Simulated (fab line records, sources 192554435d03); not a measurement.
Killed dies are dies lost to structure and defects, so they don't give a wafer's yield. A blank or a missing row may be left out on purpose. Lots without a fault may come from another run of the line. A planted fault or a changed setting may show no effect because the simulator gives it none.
One fault seen from 3 desks | flow n5_finfet | each desk has only its own numbers; what lay behind them comes last

THE TOOL OWNER'S DESK: rie_diel-02
The tool's own readings at N5_BEOL_M3_ETCH_64 (etches SOC in N2/H2, target depth 75 nm, overetch 15 nm, time 112.5 s): means of the sampled wafers that have a number, for each lot that ran on this tool. A lot is out of limits, marked OUT, if its mean lies more than 4 standard deviations from the usual mean; the brackets give that distance.
Columns: A = bias_w at N5_BEOL_M3_ETCH_64, usual 150.0 W; B = drypump_motor_current_A at N5_BEOL_M3_ETCH_64, usual 5.5 A; C = oes_product_au at N5_BEOL_M3_ETCH_64, usual 0.60 a.u.; D = rf_vpp_V at N5_BEOL_M3_ETCH_64, usual 522.6 V; E = showerhead_plenum_p_Torr at N5_BEOL_M3_ETCH_64, usual 2.50 Torr; F = throttle_valve_pct at N5_BEOL_M3_ETCH_64, usual 17.85 %
lot  | first seen here | A               | B   | C    | D                | E    | F
L216 | day 7 16:15     | 150.3           | 5.8 | 0.57 | 522.6            | 2.48 | 17.74
L224 | day 10 05:00    | 160.0 (+23) OUT | 5.7 | 0.68 | 546.0 (+9.7) OUT | 2.54 | 17.63
L225 | day 10 05:13    | 160.5 (+24) OUT | 5.7 | 0.56 | 543.6 (+8.7) OUT | 2.48 | 17.87
This desk's finding: out of limits on L224, L225; first on L224, day 10 05:00 (bias_w at N5_BEOL_M3_ETCH_64). In limits: L216.

THE METROLOGY DESK
What the gauges read, lot by lot, whatever tool the lot ran on: means of the sampled wafers that have a number. A lot is out of limits, marked OUT, if its mean lies more than 4 standard deviations from the usual mean; the brackets give that distance. Of its 12 readings 7 are shown: those that lie furthest out on some lot.
Columns: A = M3_OVL at N5_BEOL_M3_OVL_MEAS_12, usual -0.3 nm; B = IOFF_N at N5_BEOL_M4_RC_MEAS_101, usual 0.154 nA/um; C = IOFF_P at N5_BEOL_M4_RC_MEAS_101, usual 0.21 nA/um; D = ION_N at N5_BEOL_M4_RC_MEAS_101, usual 675 uA/um; E = ION_P at N5_BEOL_M4_RC_MEAS_101, usual 463 uA/um; F = SS_N at N5_BEOL_M4_RC_MEAS_101, usual 71.4 mV/dec; G = VT_P at N5_BEOL_M4_RC_MEAS_101, usual -251 mV
lot  | first seen here | A    | B     | C    | D   | E   | F    | G
L216 | day 7 15:52     | -0.7 | 0.156 | 0.25 | 693 | 481 | 70.8 | -244
L224 | day 10 04:48    | -0.9 | 0.162 | 0.22 | 681 | 469 | 71.1 | -249
L225 | day 10 04:58    | 0.2  | 0.135 | 0.18 | 665 | 456 | 71.4 | -252
L218 | day 12 09:10    | 0.7  | 0.162 | 0.22 | 684 | 468 | 71.8 | -251
L235 | day 13 00:04    | -0.2 | 0.147 | 0.21 | 665 | 461 | 71.3 | -248
L238 | day 13 04:40    | -1.5 | 0.207 | 0.29 | 689 | 475 | 72.3 | -245
This desk's finding: nothing out of limits on any of the 6 lots.

THE DEFECT DESK
What the inspections along the route counted, lot by lot: means of the sampled wafers that have a number. A lot is out of limits, marked OUT, if its mean lies more than 4 standard deviations from the usual mean; the brackets give that distance.
Columns: A = raw_defect_count at N5_BEOL_M3_INSPECT_13, usual 408
lot  | first seen here | A
L216 | day 7 15:57     | 434
L224 | day 10 04:53    | 395
L225 | day 10 05:03    | 472
L218 | day 12 09:34    | 346
L235 | day 13 00:10    | 484
L238 | day 13 04:46    | 359
This desk's finding: nothing out of limits on any of the 6 lots.

PUT TOGETHER
The tool owner's desk could have raised an alarm at day 10 05:00, on L224, L225.
The metrology desk saw nothing out of limits.
The defect desk saw nothing out of limits.
The metrology desk has L224, L225 on record, within its limits.
The defect desk has L224, L225 on record, within its limits.
Of the lots named, all ran N5_BEOL_M3_ETCH_64 on rie_diel-02.

WHAT THE SIMULATOR HAD PUT IN
Process parameter drift: rie_diel-02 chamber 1, from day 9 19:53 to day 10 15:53, at N5_BEOL_M3_ETCH_64. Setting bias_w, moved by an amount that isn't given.
Lots struck among those shown: L224, L225.
Hours from the fault's start to each desk's first reading out of limits: the tool owner's desk, 9.
